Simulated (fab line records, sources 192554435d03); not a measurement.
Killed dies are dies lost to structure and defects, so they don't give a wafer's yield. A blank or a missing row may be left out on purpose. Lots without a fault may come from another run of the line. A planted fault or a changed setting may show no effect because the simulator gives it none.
Chamber matching | flow n5_finfet | N5_BEOL_M4_ALD_84 on ald_metal-02: 4 sister chambers
The step deposits TaN, pulse time 2 s, purge time 3 s, co reactant purge time 2 s. 22 wafers are shown with their chamber, then 11 later ones without.

WAFERS WITH THEIR CHAMBER
wafer  | chamber | heater_power_w (W) | chamber_pressure_Torr (Torr)
L075.3 | 0       | 341                | 3.003
L075.5 | 1       | 398                | 3.010
L075.6 | 2       | 409                | 3.011
L083.1 | 3       | 417                | 3.002
L083.2 | 1       | 393                | 3.011
L083.5 | 3       | 414                | 3.000
L080.1 | 1       | 398                | 3.002
L080.2 | 3       | 422                | 3.003
L080.5 | 3       | 421                | 2.993
L087.3 | 1       | 395                | 3.001
L087.5 | 1       | 397                | 3.002
L087.6 | 2       | 400                | 3.016
L085.2 | 0       | 336                | 2.994
L085.5 | 1       | 393                | 3.006
L085.6 | 0       | 345                | 2.993
L089.1 | 0       | 334                | 3.010
L089.4 | 3       | 428                | 2.987
L089.6 | 3       | 425                | 2.995
L092.1 | 1       | 398                | 3.002
L092.4 | 2       | 410                | 2.995
L092.5 | 1       | 391                | 3.002
L093.1 | 0       | 336                | 2.994

SIGNATURES (means of the wafers above)
reading               | chamber 0 | chamber 1 | chamber 2 | chamber 3 | scatter within a chamber
heater_power_w        | 338.40    | 395.38    | 406.33    | 421.17    | 4.26
chamber_pressure_Torr | 2.99880   | 3.00450   | 3.00733   | 2.99667   | 0.00652
Rule: a wafer's distance from a chamber is the root of the sum, over the readings, of the square of ((its reading less the chamber's mean) divided by the reading's scatter). The wafer belongs to the nearest chamber; if the next one is less than 2 further off, it can't be placed. The scatter: the root of (the sum of the squares of (reading less its chamber's mean) over the shown wafers, divided by (wafers less chambers)).

WAFERS WITHOUT THEIR CHAMBER
wafer  | heater_power_w (W) | chamber_pressure_Torr (Torr)
L093.4 | 423                | 3.011
L093.6 | 423                | 3.002
L096.1 | 389                | 3.001
L096.3 | 412                | 3.012
L096.5 | 425                | 2.994
L094.1 | 339                | 3.004
L094.5 | 343                | 2.998
L094.6 | 400                | 3.005
L097.2 | 345                | 2.997
L097.4 | 417                | 3.006
L097.6 | 398                | 2.997

WHICH CHAMBER EACH WENT THROUGH
wafer  | from the rows above     | in truth
L093.4 | can't be placed: 3 or 2 | 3
L093.6 | 3                       | 3
L096.1 | 1                       | 1
L096.3 | can't be placed: 2 or 3 | 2
L096.5 | 3                       | 3
L094.1 | 0                       | 0
L094.5 | 0                       | 0
L094.6 | can't be placed: 1 or 2 | 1
L097.2 | 0                       | 0
L097.4 | can't be placed: 3 or 2 | 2
L097.6 | can't be placed: 1 or 2 | 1
Placed correctly: 6 of 11. Can't be placed from these rows: 5 (the true chamber is among the candidates in 5). Placed wrongly: 0.
